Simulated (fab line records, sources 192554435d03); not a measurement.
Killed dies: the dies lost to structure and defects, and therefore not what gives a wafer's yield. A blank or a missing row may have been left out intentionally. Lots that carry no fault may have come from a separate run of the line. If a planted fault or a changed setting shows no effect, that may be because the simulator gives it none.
Chamber matching -- flow n5 finfet -- rie diel-02 running N5_DUMMY_GATE_HM_OPEN_21: 4 sister chambers
The step chemistry CH3F/O2, target SiNx, target depth 120 nm, time 171.4 s. 14 wafers are shown with their chamber, then 7 later ones without.

== EACH WAFER AND ITS CHAMBER ==
wafer,chamber,throttle valve pct (%),drypump motor current A (A),showerhead plenum p Torr (Torr)
L080.3,1,16.90,5.8,2.00
L080.4,0,16.05,6.1,2.11
L080.5,3,16.62,4.9,2.08
L082.1,3,16.63,4.9,2.08
L082.4,1,16.92,5.8,2.00
L082.6,3,16.63,4.9,2.08
L086.1,3,16.64,4.9,2.08
L086.5,2,16.45,5.1,1.97
L086.6,3,16.64,4.9,2.08
L090.2,3,16.64,4.9,2.08
L090.3,2,16.46,5.1,1.97
L090.6,1,16.94,5.8,2.00
L091.1,1,16.94,5.8,1.99
L091.2,2,16.46,5.0,1.96

SIGNATURES (averages over the wafers above)
reading,chamber 0,chamber 1,chamber 2,chamber 3,scatter within a chamber
throttle valve pct,16.0500,16.9250,16.4567,16.6333,0.0122
drypump motor current A,6.100,5.800,5.067,4.900,0.0258
showerhead plenum p Torr,2.1100,1.9975,1.9667,2.0800,0.00376
Rule: for a wafer and a chamber, the distance is found by dividing, reading by reading, the gap between the wafer's reading and the chamber's mean by the reading's scatter, squaring, summing and taking the root. The wafer belongs to the nearest chamber; if the next one is less than 2 further off, it can't be placed. The scatter is the square root of a quotient: the sum, over the shown wafers, of each reading's squared deviation from its chamber's mean, divided by wafers minus chambers.

== WAFERS WHOSE CHAMBER IS MISSING ==
wafer,throttle valve pct (%),drypump motor current A (A),showerhead plenum p Torr (Torr)
L091.3,16.08,6.1,2.10
L094.1,16.48,5.1,1.96
L094.3,16.68,4.9,2.07
L094.4,16.08,6.1,2.10
L095.2,16.08,6.1,2.10
L095.4,16.48,5.1,1.96
L095.5,16.48,5.1,1.96

== WHICH CHAMBER EACH WENT THROUGH ==
wafer,from the rows above,in truth
L091.3,0,0
L094.1,2,2
L094.3,3,3
L094.4,0,0
L095.2,0,0
L095.4,2,2
L095.5,2,2
7 of 7 placed correctly. Left unplaced by these rows: 0. 0 placed wrongly.
